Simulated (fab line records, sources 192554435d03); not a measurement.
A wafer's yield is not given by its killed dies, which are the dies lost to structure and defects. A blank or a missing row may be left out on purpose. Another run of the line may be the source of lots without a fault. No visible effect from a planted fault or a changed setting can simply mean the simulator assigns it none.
Which tool did it?    flow n5_finfet    72 wafers from 24 lots sampled at 4 of the route's 1938 steps

== WHAT EACH GAUGE READ, for each wafer ==
N5_BEOL_M0_SAQP_OVL_MEAS_15. Usual: for M0_CORE_OVL the level is -0.5 nm and the standard deviation is 0.68.
lot   measured      on          M0_CORE_OVL (nm)  flag
L074  day 5 17:47   overlay-02  -0.5 -0.3 -1.2    
L075  day 5 21:21   overlay-02  -2.0 -0.8 -1.6    
L076  day 6 02:10   overlay-01  -0.9 -0.4 0.0     
L077  day 6 02:47   overlay-02  -0.5 0.2 -0.2     
L078  day 6 14:01   overlay-01  -0.2 0.6 -0.8     
L079  day 6 18:25   overlay-01  -1.1 -1.3 -0.8    
L080  day 6 20:36   overlay-01  -0.1 -0.1 0.3     
L081  day 7 01:14   overlay-02  -1.1 -1.8 -1.3    
L082  day 7 08:44   overlay-02  -1.4 -0.7 -1.4    
L083  day 7 17:15   overlay-02  0.9 0.2 -1.0      
L084  day 8 09:58   overlay-01  -1.2 -0.1 0.2     
L086  day 8 10:44   overlay-02  -1.2 -0.8 -0.7    
L085  day 8 14:02   overlay-02  -0.1 -0.1 -0.4    
L087  day 8 14:11   overlay-02  0.6 0.3 0.1       
L088  day 8 23:52   overlay-02  0.1 -0.6 0.3      
L089  day 9 06:57   overlay-02  -1.1 -0.1 -1.0    
L090  day 9 10:55   overlay-01  0.7 -0.4 -0.7     
L091  day 9 17:14   overlay-01  0.5 -1.1 -0.9     
L092  day 10 03:14  overlay-01  -1.3 -2.0 -0.5    
L093  day 10 06:32  overlay-02  -0.4 -0.3 0.1     
L094  day 10 13:31  overlay-02  -0.2 -1.6 0.3     
L095  day 11 04:55  overlay-02  -0.2 0.0 -0.7     
L096  day 11 05:04  overlay-02  -1.2 -0.6 -0.3    
L097  day 11 04:36  overlay-02  -1.3 -1.6 -1.9    

== WHAT TOOL EACH LOT RAN ON (gives the tool, then ch and the chambers of the sampled wafers, and finally the start) ==
lot   N5_MOL_CONTACT_COAG_ETCH_124        N5_BEOL_M0_SAQP_PECVD_96         N5_BEOL_M0_SAQP_PECVD_04
L074  rie_diel-02 ch 1,2,3, day 5 09:42   pecvd-04 ch 0,1,2, day 5 17:05   pecvd-04 ch 0,1,2, day 5 17:10
L075  rie_diel-01 ch 0,1,3, day 5 14:33   pecvd-01 ch 0,1,2, day 5 20:47   pecvd-01 ch 0,1,2, day 5 20:52
L076  rie_diel-03 ch 0,1,3, day 5 17:08   pecvd-04 ch 0,2, day 6 01:35     pecvd-04 ch 0,2, day 6 01:41
L077  rie_diel-02 ch 1,3, day 5 21:07     pecvd-02 ch 1,2, day 6 02:13     pecvd-02 ch 1,2, day 6 02:18
L078  rie_diel-02 ch 1,3, day 6 08:12     pecvd-02 ch 1,2, day 6 13:20     pecvd-02 ch 1,2, day 6 13:25
L079  rie_diel-02 ch 2,3, day 6 10:35     pecvd-04 ch 0,1,2, day 6 17:50   pecvd-04 ch 0,1,2, day 6 17:56
L080  rie_diel-01 ch 0,1, day 6 15:13     pecvd-02 ch 1,2, day 6 19:54     pecvd-02 ch 1,2, day 6 19:59
L081  rie_diel-02 ch 0,1,2, day 6 18:47   pecvd-01 ch 0,1,2, day 7 00:33   pecvd-01 ch 0,1,2, day 7 00:38
L082  rie_diel-01 ch 1,2, day 7 03:02     pecvd-01 ch 0,2, day 7 08:02     pecvd-01 ch 0,2, day 7 08:07
L083  rie_diel-01 ch 1,3, day 7 10:17     pecvd-04 ch 0,1, day 7 16:33     pecvd-04 ch 0,1, day 7 16:38
L084  rie_diel-02 ch 0,2,3, day 8 00:55   pecvd-04 ch 1,2, day 8 09:17     pecvd-04 ch 1,2, day 8 09:22
L086  rie_diel-02 ch 0,1,2, day 8 04:49   pecvd-02 ch 0,1,2, day 8 10:02   pecvd-02 ch 0,1,2, day 8 10:07
L085  rie_diel-02 ch 1,2,3, day 8 05:38   pecvd-04 ch 0,2, day 8 13:20     pecvd-04 ch 0,2, day 8 13:25
L087  rie_diel-02 ch 1,3, day 8 07:28     pecvd-01 ch 0,2, day 8 13:21     pecvd-01 ch 0,2, day 8 13:26
L088  rie_diel-03 ch 1,3, day 8 17:26     pecvd-04 ch 1,2, day 8 23:14     pecvd-04 ch 1,2, day 8 23:22
L089  rie_diel-01 ch 0,1,2, day 9 00:31   pecvd-01 ch 0,2, day 9 06:16     pecvd-01 ch 0,2, day 9 06:20
L090  rie_diel-02 ch 0,3, day 9 04:18     pecvd-02 ch 0,2, day 9 10:13     pecvd-02 ch 0,2, day 9 10:18
L091  rie_diel-01 ch 1,3, day 9 11:26     pecvd-02 ch 1,2, day 9 16:32     pecvd-02 ch 1,2, day 9 16:37
L092  rie_diel-01 ch 1,2, day 9 21:25     pecvd-02 ch 0,1,2, day 10 02:34  pecvd-02 ch 0,1,2, day 10 02:40
L093  rie_diel-01 ch 1,2,3, day 9 23:42   pecvd-04 ch 0,1,2, day 10 05:49  pecvd-04 ch 0,1,2, day 10 05:54
L094  rie_diel-03 ch 1,2, day 10 07:53    pecvd-04 ch 0,1,2, day 10 12:49  pecvd-04 ch 0,1,2, day 10 12:55
L095  rie_diel-01 ch 1,3, day 10 09:00    pecvd-04 ch 1, day 11 04:07      pecvd-04 ch 1, day 11 04:15
L096  rie_diel-02 ch 0,3, day 10 15:44    pecvd-02 ch 0,1, day 11 04:19    pecvd-02 ch 0,1, day 11 04:23
L097  rie_diel-02 ch 0,1,3, day 10 18:30  pecvd-02 ch 0,2, day 11 04:00    pecvd-02 ch 0,2, day 11 04:05
- N5_MOL_CONTACT_COAG_ETCH_124: etches SiNx in CH3F/O2, stops on SiOC, target depth 6.5 nm.
- N5_BEOL_M0_SAQP_PECVD_96: deposits a-Si from SiH4/He, target thk 45 nm, time 45.2 s.
- N5_BEOL_M0_SAQP_PECVD_04: deposits a-Si from SiH4/He, target thk 60 nm, time 60.2 s.

== WHAT THE TOOLS THEMSELVES READ (means of the sampled wafers that have a number; where no wafer has one, the mark that the record gives instead) ==
N5_MOL_CONTACT_COAG_ETCH_124. Usual: drypump_motor_current_A 5.7 A, standard deviation 0.45; mfc_ar_sccm 150.0 sccm, standard deviation 0.43; oes_f_703_au 0.81 a.u., standard deviation 0.089; oes_o_777_au 0.81 a.u., standard deviation 0.087; oes_product_au 0.69 a.u., standard deviation 0.075; rf_vpp_V 296 V, standard deviation 3.2; showerhead_plenum_p_Torr 2.00 Torr, standard deviation 0.064; throttle_valve_pct 16.18 %, standard deviation 0.22.
lot   tool         drypump_motor_current_A (A)  mfc_ar_sccm (sccm)  oes_f_703_au (a.u.)  oes_o_777_au (a.u.)  oes_product_au (a.u.)  rf_vpp_V (V)  showerhead_plenum_p_Torr (Torr)  throttle_valve_pct (%)  flag
L074  rie_diel-02  5.4                          150.2               0.74                 0.73                 0.63                   296           1.99                             16.46                   
L075  rie_diel-01  6.1                          150.2               0.85                 0.84                 0.72                   295           2.05                             16.06                   
L076  rie_diel-03  6.1                          149.9               0.71                 0.72                 0.61                   296           2.01                             16.36                   
L077  rie_diel-02  5.5                          149.9               0.77                 0.78                 0.67                   298           1.99                             16.28                   
L078  rie_diel-02  5.2                          150.1               0.73                 0.74                 0.64                   297           1.94                             16.28                   
L079  rie_diel-02  5.8                          150.3               0.87                 0.88                 0.75                   298           2.04                             16.35                   
L080  rie_diel-01  6.1                          150.1               0.78                 0.77                 0.65                   293           2.02                             16.14                   
L081  rie_diel-02  5.3                          150.2               0.84                 0.84                 0.71                   296           1.99                             16.20                   
L082  rie_diel-01  5.6                          150.1               0.82                 0.81                 0.70                   291           1.98                             16.05                   
L083  rie_diel-01  6.1                          149.8               0.87                 0.88                 0.75                   297           2.06                             15.99                   
L084  rie_diel-02  5.7                          149.9               0.85                 0.85                 0.72                   297           2.03                             16.23                   
L086  rie_diel-02  5.3                          149.7               0.82                 0.81                 0.70                   295           1.99                             16.21                   
L085  rie_diel-02  5.4                          150.0               0.81                 0.81                 0.69                   297           1.99                             16.34                   
L087  rie_diel-02  5.2                          150.2               0.72                 0.73                 0.63                   298           1.94                             16.30                   
L088  rie_diel-03  6.0                          150.5               0.71                 0.72                 0.60                   296           2.04                             16.43                   
L089  rie_diel-01  5.9                          149.8               0.86                 0.85                 0.73                   293           2.00                             15.97                   
L090  rie_diel-02  5.8                          150.1               0.80                 0.79                 0.68                   299           2.02                             16.21                   
L091  rie_diel-01  6.0                          149.9               0.86                 0.85                 0.73                   294           2.01                             16.06                   
L092  rie_diel-01  5.8                          149.9               0.82                 0.82                 0.70                   292           1.96                             16.09                   
L093  rie_diel-01  5.9                          149.8               0.82                 0.81                 0.69                   294           2.02                             16.08                   
L094  rie_diel-03  6.0                          149.9               0.72                 0.71                 0.60                   298           2.00                             16.31                   
L095  rie_diel-01  6.0                          150.1               0.85                 0.84                 0.72                   295           2.00                             16.07                   
L096  rie_diel-02  5.8                          150.1               0.78                 0.77                 0.66                   299           2.02                             16.23                   
L097  rie_diel-02  5.4                          150.1               0.75                 0.74                 0.64                   297           1.97                             16.22                   

N5_BEOL_M0_SAQP_PECVD_96. Usual: heater_power_w 631 W, standard deviation 60; showerhead_plenum_p_Torr 5.67 Torr, standard deviation 0.043; throttle_valve_pct 18.3 %, standard deviation 0.53.
lot   tool      heater_power_w (W)  showerhead_plenum_p_Torr (Torr)  throttle_valve_pct (%)  flag
L074  pecvd-04  659                 5.64                             18.6                    
L075  pecvd-01  647                 5.65                             18.6                    
L076  pecvd-04  679                 5.61                             18.5                    
L077  pecvd-02  609                 5.70                             17.5                    
L078  pecvd-02  631                 5.68                             17.6                    
L079  pecvd-04  642                 5.64                             18.3                    
L080  pecvd-02  547                 5.68                             17.6                    
L081  pecvd-01  626                 5.65                             18.6                    
L082  pecvd-01  577                 5.63                             18.8                    
L083  pecvd-04  657                 5.66                             18.5                    
L084  pecvd-04  666                 5.64                             18.2                    
L086  pecvd-02  629                 5.71                             18.0                    
L085  pecvd-04  660                 5.62                             18.5                    
L087  pecvd-01  624                 5.62                             18.4                    
L088  pecvd-04  661                 5.64                             18.4                    
L089  pecvd-01  583                 5.64                             18.2                    
L090  pecvd-02  646                 5.69                             18.0                    
L091  pecvd-02  595                 5.69                             17.8                    
L092  pecvd-02  642                 5.71                             17.9                    
L093  pecvd-04  599                 5.63                             18.7                    
L094  pecvd-04  627                 5.64                             18.5                    
L095  pecvd-04  586                 5.66                             18.3                    
L096  pecvd-02  659                 5.73                             18.3                    
L097  pecvd-02  616                 5.68                             18.2                    

N5_BEOL_M0_SAQP_PECVD_04. Usual: heater_power_w 631 W, standard deviation 61; showerhead_plenum_p_Torr 5.67 Torr, standard deviation 0.042; throttle_valve_pct 18.3 %, standard deviation 0.53.
lot   tool      heater_power_w (W)  showerhead_plenum_p_Torr (Torr)  throttle_valve_pct (%)  flag
L074  pecvd-04  634                 5.64                             18.6                    
L075  pecvd-01  617                 5.66                             18.6                    
L076  pecvd-04  669                 5.62                             18.5                    
L077  pecvd-02  609                 5.71                             17.6                    
L078  pecvd-02  601                 5.67                             17.6                    
L079  pecvd-04  614                 5.65                             18.5                    
L080  pecvd-02  644                 5.68                             17.6                    
L081  pecvd-01  615                 5.65                             18.7                    
L082  pecvd-01  558                 5.64                             18.5                    
L083  pecvd-04  642                 5.66                             18.5                    
L084  pecvd-04  649                 5.65                             18.5                    
L086  pecvd-02  641                 5.71                             17.8                    
L085  pecvd-04  653                 5.61                             18.5                    
L087  pecvd-01  611                 5.63                             18.3                    
L088  pecvd-04  689                 5.65                             18.5                    
L089  pecvd-01  623                 5.63                             18.1                    
L090  pecvd-02  650                 5.68                             18.1                    
L091  pecvd-02  600                 5.68                             17.6                    
L092  pecvd-02  629                 5.71                             17.8                    
L093  pecvd-04  632                 5.64                             18.5                    
L094  pecvd-04  606                 5.64                             18.5                    
L095  pecvd-04  693                 5.67                             18.5                    
L096  pecvd-02  637                 5.73                             18.3                    
L097  pecvd-02  641                 5.68                             18.2                    

== THE ANSWER, worked out from the rows above alone ==
Rule: a lot is off if the mean of its wafers that have a number lies more than 3 standard deviations from the usual mean. A lot without any number at a reading at which 4 lots or more have one is off too. All remaining lots with rows at the step are treated as sound. First the gauges in route order, then the tools' own readings, where a lot's mean is used as printed above. At the first step where some lot is off, the reading lying furthest off is the one used; lots without a number count as furthest.
No lot is off at any reading shown: from this, nothing can be told.

== WHAT THE SIMULATOR HAD INSERTED ==
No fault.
